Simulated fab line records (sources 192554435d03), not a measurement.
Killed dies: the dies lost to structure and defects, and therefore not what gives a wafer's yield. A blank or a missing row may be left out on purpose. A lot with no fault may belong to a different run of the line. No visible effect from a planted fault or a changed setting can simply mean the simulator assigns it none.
Split-lot trial + flow n5-finfet + route with 1938 steps; 7 lots, 21 wafers read

THE SPLIT
At N5_BEOL_M13_TRENCH_ETCH_34 (etches SiOC in C4F8/O2/Ar, target depth 413.47 nm, time 162.6 s), the setting time-s was moved away from the recipe's 162.6 s on 8 of the 21 wafers read, by -21.7% to +19.4%. The other wafers ran this setting at the recipe's value.

FROM THE SPLIT TO THE READING: what the file shows between them, 12 steps
- N5_BEOL_M13_STRIP_70: strips in C4F8/O2/Ar
- N5_BEOL_M13_OCD_MEAS_35
- N5_BEOL_M13_STRIP_37: strips in N2/H2
- N5_BEOL_M13_ETCH_38: etches SiCN in CF4/N2, target depth 67.5 nm, time 71.9 s
- N5_BEOL_M13_PRECLEAN_39: cleans in residue remover, time 60 s
- N5_BEOL_M13_SRD_40: time 30 s, dry time 30 s
- N5_BEOL_M13_ECD_47: material Cu, target thk 936 nm
- N5_BEOL_M13_ANNEAL_48: time 90 s
- N5_BEOL_M13_CMP_49: polishes, stops on SiOC, t overpolish 17.1 s, target thk 420 nm
- N5_BEOL_M13_THK_MEAS_50: measures by xrf
- N5_BEOL_M13_PRE_CLEAN_52: time 15 s
- N5_BEOL_M13_DEP_53: deposits SiCN from 3MS/NH3, target thk 50 nm, time 17.8 s

THE READING
M13_RS in ohm/sq, measured at N5_BEOL_M13_RS_MEAS_54 by four-point-probe. On this fab line, fault-free wafers typically give 0.0451 ohm/sq with a standard deviation of 0.00083 ohm/sq.

| wafer  | tool, chamber at the split | time-s as run, s | against the recipe | M13_RS, ohm/sq | against lot-mates on the recipe |
|--------|----------------------------|------------------|--------------------|----------------|---------------------------------|
| L074.3 | rie-diel-03, 0             | 162.6            | recipe             | 0.0446         | -                               |
| L074.5 | rie-diel-03, 2             | 162.6            | recipe             | 0.0441         | -                               |
| L074.6 | rie-diel-03, 3             | 135.7            | -16.5%             | 0.0532         | +0.0088                         |
| L079.1 | rie-diel-03, 0             | 162.6            | recipe             | 0.0459         | -                               |
| L079.2 | rie-diel-03, 3             | 162.6            | recipe             | 0.0450         | -                               |
| L079.4 | rie-diel-03, 2             | 162.6            | recipe             | 0.0447         | -                               |
| L081.2 | rie-diel-02, 0             | 178.7            | +9.9%              | 0.0403         | -0.0059                         |
| L081.4 | rie-diel-02, 1             | 162.6            | recipe             | 0.0461         | -                               |
| L081.6 | rie-diel-02, 2             | 162.6            | recipe             | 0.0463         | -                               |
| L082.2 | rie-diel-03, 2             | 194.1            | +19.4%             | 0.0372         | -0.0075                         |
| L082.3 | rie-diel-03, 1             | 194.1            | +19.4%             | 0.0374         | -0.0073                         |
| L082.6 | rie-diel-03, 0             | 162.6            | recipe             | 0.0447         | -                               |
| L084.2 | rie-diel-02, 1             | 162.6            | recipe             | 0.0458         | -                               |
| L084.4 | rie-diel-02, 2             | 162.6            | recipe             | 0.0460         | -                               |
| L084.5 | rie-diel-02, 3             | 147.5            | -9.3%              | 0.0513         | +0.0054                         |
| L086.2 | rie-diel-05, 1             | 186.7            | +14.8%             | 0.0390         | -0.0052                         |
| L086.4 | rie-diel-05, 3             | 162.6            | recipe             | 0.0442         | -                               |
| L086.6 | rie-diel-05, 2             | 186.7            | +14.8%             | 0.0381         | -0.0061                         |
| L096.1 | rie-diel-05, 0             | 162.6            | recipe             | 0.0446         | -                               |
| L096.4 | rie-diel-05, 2             | 162.6            | recipe             | 0.0442         | -                               |
| L096.5 | rie-diel-05, 1             | 127.3            | -21.7%             | 0.0568         | +0.0124                         |

THE FIT
A straight line over all 21 wafers: M13_RS changes by -0.000472 ohm/sq for each +1% of time-s; r = -0.98; the points scatter about the line by 0.0009 ohm/sq.
The same after taking each lot's own level away (the mean of its wafers on the recipe; 21 wafers): -0.000468 ohm/sq for each +1%; r = -0.98; scatter 0.0009 ohm/sq.
According to that fit, moving time-s by its largest amount changes the reading by 0.01 ohm/sq.
Measured against the standard deviation above, the lots' own levels, which go from 0.04420 to 0.04620 ohm/sq, span 2.4 times it.
The two slopes agree, so the slope changes little with the lot-to-lot level.
Check: for one of the wafers moved furthest among these (-21.7%), held out of the fit, the line's prediction against its lot-mates is +0.00979 ohm/sq. It came out at +0.0124 ohm/sq against them.

ADDITIONAL SPLITS CARRIED BY THESE WAFERS
Before the reading, these wafers also passed through other splits. Each is held against what the fit with the lots' levels taken away leaves over:
| other split on the same wafers | wafers away from the commonest value | r with M13_RS (lot level and that fit taken away) |
|--------------------------------|--------------------------------------|---------------------------------------------------|
| N5_BEOL_M13_ILD_DEP_00 time-s  | 9                                    | +0.42                                             |
| N5_BEOL_M13_EXPOSE_07 dose-mj  | 9                                    | +0.11                                             |

THE WHOLE CHAIN: every reading that the file lists as answering this split, in the file's order
| step                       | what it does                                                    | reading                                                                       | change (the file's fit)               | r (the file's) |
|----------------------------|-----------------------------------------------------------------|-------------------------------------------------------------------------------|---------------------------------------|----------------|
| N5_BEOL_M13_TRENCH_ETCH_34 | etches SiOC in C4F8/O2/Ar, target depth 413.47 nm, time 162.6 s | etch.depth-nm (the simulator's own value, which no gauge read)                | +4.3 nm for each +1% of the setting   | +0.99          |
| N5_BEOL_M13_OCD_MEAS_35    |                                                                 | trench-depth-nm                                                               | +4.31 nm for each +1% of the setting  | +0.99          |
| N5_BEOL_M13_CMP_49         | polishes, stops on SiOC, t overpolish 17.1 s, target thk 420 nm | Cu_of_BEOL_M13_ECD_47.thk-nm (the simulator's own value, which no gauge read) | +4.29 nm for each +1% of the setting  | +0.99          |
| N5_BEOL_M13_THK_MEAS_50    | measures by xrf                                                 | M13_THK                                                                       | +4.08 for each +1% of the setting     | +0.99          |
| N5_BEOL_M13_RS_MEAS_54     | measures by four-point-probe                                    | M13_RS                                                                        | -0.000495 for each +1% of the setting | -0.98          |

FILE'S OWN FIT
M13_RS changes by -0.000495 ohm/sq for each +1% of time-s, r = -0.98.
